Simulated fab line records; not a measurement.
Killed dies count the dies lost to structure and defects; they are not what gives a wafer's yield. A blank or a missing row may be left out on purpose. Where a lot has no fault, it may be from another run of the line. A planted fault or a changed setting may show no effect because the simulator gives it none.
Matching of chambers + flow nand harc + 4 sister chambers for NHARC_A_M1_CMP_23 on cmp-03
The step polishes, t overpolish 20 s, target thk 154.34 nm. 8 wafers are shown with their chamber, then 8 later ones without.

WAFERS PAIRED WITH THEIR CHAMBERS
| wafer  | chamber | motor current A (A) | edge zone pressure frac |
|--------|---------|---------------------|-------------------------|
| L087.1 | 1       | 12.3                | 0.990                   |
| L087.6 | 0       | 15.3                | 1.003                   |
| L088.5 | 3       | 13.0                | 0.999                   |
| L088.6 | 2       | 9.2                 | 0.990                   |
| L091.1 | 3       | 12.6                | 1.004                   |
| L091.3 | 2       | 9.3                 | 1.001                   |
| L091.4 | 0       | 15.9                | 1.003                   |
| L092.1 | 1       | 12.3                | 1.002                   |

WAFERS WITH NO CHAMBER GIVEN
| wafer  | motor current A (A) | edge zone pressure frac |
|--------|---------------------|-------------------------|
| L092.4 | 9.5                 | 0.997                   |
| L092.5 | 12.3                | 0.997                   |
| L095.1 | 9.5                 | 1.002                   |
| L095.2 | 13.3                | 0.999                   |
| L095.4 | 15.1                | 1.005                   |
| L094.3 | 15.0                | 0.998                   |
| L094.4 | 13.2                | 1.002                   |
| L094.6 | 9.5                 | 1.003                   |

THE CHAMBER EACH PASSED THROUGH
| wafer  | from the rows above     | in truth |
|--------|-------------------------|----------|
| L092.4 | 2                       | 2        |
| L092.5 | can't be placed: 1 or 3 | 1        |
| L095.1 | 2                       | 2        |
| L095.2 | can't be placed: 3 or 1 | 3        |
| L095.4 | 0                       | 0        |
| L094.3 | 0                       | 0        |
| L094.4 | 3                       | 3        |
| L094.6 | 2                       | 2        |
Correct placement for 6 of the 8. From these rows, 2 cannot be placed; in 2 the true chamber is one of the candidates. Wrongly placed: 0.
How it was worked out, from the rows above alone: a wafer's distance from a chamber is the root of the sum, over the readings, of the square of ((its reading less the chamber's mean) divided by the reading's scatter). If the next closest chamber is less than 2 further off than the closest, the wafer can't be placed; otherwise it belongs to the closest. For every chamber, the mean is computed from those of its wafers that are shown. The scatter: take each reading less its chamber's mean, square it, sum over the shown wafers, divide by the number of wafers less the number of chambers, and take the root.
